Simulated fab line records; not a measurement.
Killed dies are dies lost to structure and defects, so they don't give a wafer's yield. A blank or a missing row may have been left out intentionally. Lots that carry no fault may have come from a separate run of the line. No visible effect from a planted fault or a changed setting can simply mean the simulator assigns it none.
Which tool did it? -- flow nandHarc -- 12 lots, 36 wafers sampled, at 5 steps of a route of 1302

WHAT EACH GAUGE READ, for each wafer
NHARC_END_SORT_01.
lot,measured,on,defectLimitedYield (%),killedAtArray,killedAtOther,killedAtPeriphery,killedDies,killedOpen,killedShort,sort_bin_2_pct (%),sort_bin_3_pct (%),sort_bin_4_pct (%),sortNPass,sortRimYieldPct (%),sortYieldPct (%)
L477,day 30 09:28,prober-02,91 90,58 62,2 0,2 3,62 65,3 5,6 9,3.0 3.4,0.9 0.4,5.3 5.8,615 612,94 96,91 90

WHAT TOOL EACH LOT RAN ON (gives the tool, then ch and the chambers of the sampled wafers, and finally the start)
lot,NHARC_A_BONDPAD_ANNEAL_28,NHARC_THIN_TSV_ETCH_44,NHARC_THIN_TSV_STRIP_45,NHARC_THIN_TSV_DEP_47
L465,"rtpAnneal-01 ch 0, day 23 10:02","rieDiel-09 ch 0,1,2, day 23 23:17","plasmaAsher-01 ch 0,1, day 24 00:10","pecvd-02 ch 0,2, day 24 01:00"
L463,"rtpAnneal-01 ch 0, day 23 15:50","rieDiel-02 ch 0,1,3, day 24 08:28","plasmaAsher-01 ch 0,1, day 24 09:05","pecvd-03 ch 0,2, day 24 09:53"
L477,"rtpAnneal-01 ch 0, day 29 02:29","rieDiel-09 ch 0,1, day 29 19:41","plasmaAsher-01 ch 1, day 29 20:28","pecvd-02 ch 0,2, day 29 21:16"
L478,"rtpAnneal-02 ch 0, day 29 08:50","rieDiel-09 ch 0,1,2, day 30 00:04","plasmaAsher-02 ch 1, day 30 00:51","pecvd-01 ch 0,1, day 30 01:38"
L475,"rtpAnneal-02 ch 0, day 29 11:34","rieDiel-10 ch 0,1,2, day 29 22:53","plasmaAsher-02 ch 0,1, day 29 23:41","pecvd-03 ch 0,1,2, day 30 00:32"
L479,"rtpAnneal-02 ch 0, day 29 15:22","rieDiel-10 ch 1,2,3, day 30 04:55","plasmaAsher-02 ch 0,1, day 30 05:43","pecvd-01 ch 0,2, day 30 06:34"
L481,"rtpAnneal-01 ch 0, day 30 06:17","rieDiel-10 ch 0,2,3, day 30 19:45","plasmaAsher-02 ch 0,1, day 30 20:33","pecvd-01 ch 0,1,2, day 30 21:21"
L480,"rtpAnneal-01 ch 0, day 30 17:33","rieDiel-10 ch 0,1,3, day 31 08:26","plasmaAsher-01 ch 0,1, day 31 09:03","pecvd-02 ch 1,2, day 31 09:54"
L483,"rtpAnneal-01 ch 0, day 30 23:39","rieDiel-10 ch 1,2,3, day 31 13:16","plasmaAsher-02 ch 0,1, day 31 14:05","pecvd-02 ch 0,2, day 31 14:47"
L484,"rtpAnneal-01 ch 0, day 32 11:58","rieDiel-10 ch 1,2,3, day 33 04:42","plasmaAsher-02 ch 0,1, day 33 05:25","pecvd-03 ch 1,2, day 33 06:07"
L485,"rtpAnneal-02 ch 0, day 32 13:04","rieDiel-02 ch 1,3, day 33 03:27","plasmaAsher-01 ch 0,1, day 33 04:14","pecvd-01 ch 0,2, day 33 05:02"
L486,"rtpAnneal-02 ch 0, day 32 21:59","rieDiel-09 ch 0,2,3, day 33 11:41","plasmaAsher-01 ch 0,1, day 33 12:34","pecvd-01 ch 0,2, day 33 13:22"
- NHARC_A_BONDPAD_ANNEAL_28: time 90 s.
- NHARC_THIN_TSV_ETCH_44: etches the open film in CF4/O2, target depth 1594.2 nm, time 797.1 s.
- NHARC_THIN_TSV_STRIP_45: strips in O2.
- NHARC_THIN_TSV_DEP_47: deposits SiO2, target thk 200 nm.

AS READ BY THE TOOLS THEMSELVES (means over the sampled wafers that have a number; for cases with no such wafer, the mark the record gives instead)
NHARC_A_BONDPAD_ANNEAL_28.
lot,tool,wafer_temp_C_max
L465,rtpAnneal-01,226.00
L463,rtpAnneal-01,226.14
L477,rtpAnneal-01,226.02
L478,rtpAnneal-02,226.21
L475,rtpAnneal-02,225.85
L479,rtpAnneal-02,226.01
L481,rtpAnneal-01,226.12
L480,rtpAnneal-01,225.97
L483,rtpAnneal-01,225.93
L484,rtpAnneal-01,226.26
L485,rtpAnneal-02,226.09
L486,rtpAnneal-02,225.98

NHARC_THIN_TSV_ETCH_44.
lot,tool,drypumpMotorCurrentA (A),oesProductAu (a.u.),rfFwdPowerW (W),rfVppV (V),showerheadPlenumPTorr (Torr),throttleValvePct (%)
L465,rieDiel-09,5.7,0.990,299.7,791,1.78,16.908
L463,rieDiel-02,5.4,1.003,299.5,797,1.89,16.918
L477,rieDiel-09,5.5,1.077,335.6,794,1.84,16.914
L478,rieDiel-09,5.7,1.073,335.3,791,1.78,16.914
L475,rieDiel-10,5.4,1.001,300.2,797,1.85,16.912
L479,rieDiel-10,5.8,0.987,300.3,794,1.84,16.920
L481,rieDiel-10,5.6,0.995,299.5,795,1.84,16.911
L480,rieDiel-10,5.8,1.000,299.9,791,1.79,16.907
L483,rieDiel-10,5.8,0.992,299.9,795,1.84,16.916
L484,rieDiel-10,5.8,0.989,299.4,794,1.84,16.915
L485,rieDiel-02,5.4,0.995,301.1,797,1.88,16.915
L486,rieDiel-09,5.6,0.991,300.1,791,1.78,16.917

NHARC_THIN_TSV_STRIP_45.
lot,tool,drypumpMotorCurrentA (A),heaterPowerW (W)
L465,plasmaAsher-01,5.75,308
L463,plasmaAsher-01,5.69,309
L477,plasmaAsher-01,5.79,289
L478,plasmaAsher-02,5.27,384
L475,plasmaAsher-02,5.39,368
L479,plasmaAsher-02,5.33,375
L481,plasmaAsher-02,5.38,370
L480,plasmaAsher-01,5.71,306
L483,plasmaAsher-02,5.30,385
L484,plasmaAsher-02,5.32,382
L485,plasmaAsher-01,5.73,294
L486,plasmaAsher-01,5.71,294

NHARC_THIN_TSV_DEP_47.
lot,tool,throttleValvePct (%)
L465,pecvd-02,16.3
L463,pecvd-03,15.6
L477,pecvd-02,15.7
L478,pecvd-01,16.4
L475,pecvd-03,15.7
L479,pecvd-01,15.9
L481,pecvd-01,16.2
L480,pecvd-02,15.8
L483,pecvd-02,16.0
L484,pecvd-03,15.3
L485,pecvd-01,16.1
L486,pecvd-01,16.5

THE ANSWER, worked out from the rows above alone
Rule: what is usual is taken from the lots themselves. The widest of any qualifying gaps counts: lots, ordered by their means at a reading, are off when they make up no more than a third of the lots, leave a main group of 4 or more, and stand apart from it by 3 or more times the standard deviation of that group's means. The tables above print the reading to a certain number of digits; a main group whose means all agree to those digits is not used. A lot without any number at a reading at which 4 lots or more have one is off too. Where the step has rows for the other lots, those lots are counted as sound. After the gauges, taken in route order, come the tools' own readings; for these a lot's mean is taken, as printed above. At the first step where some lot is off, the reading lying furthest off is the one used; lots without a number count as furthest.
Off, at NHARC_THIN_TSV_ETCH_44 on rfFwdPowerW: L477, L478. Mean 300.0 W and standard deviation 0.48 in the main group.
If a tool, at that step or one of the process steps before it, ran each lot that is off and ran no sound lot following the first of them, it fits. No candidate that was tried fits.

WHAT THE SIMULATOR HAD PUT IN
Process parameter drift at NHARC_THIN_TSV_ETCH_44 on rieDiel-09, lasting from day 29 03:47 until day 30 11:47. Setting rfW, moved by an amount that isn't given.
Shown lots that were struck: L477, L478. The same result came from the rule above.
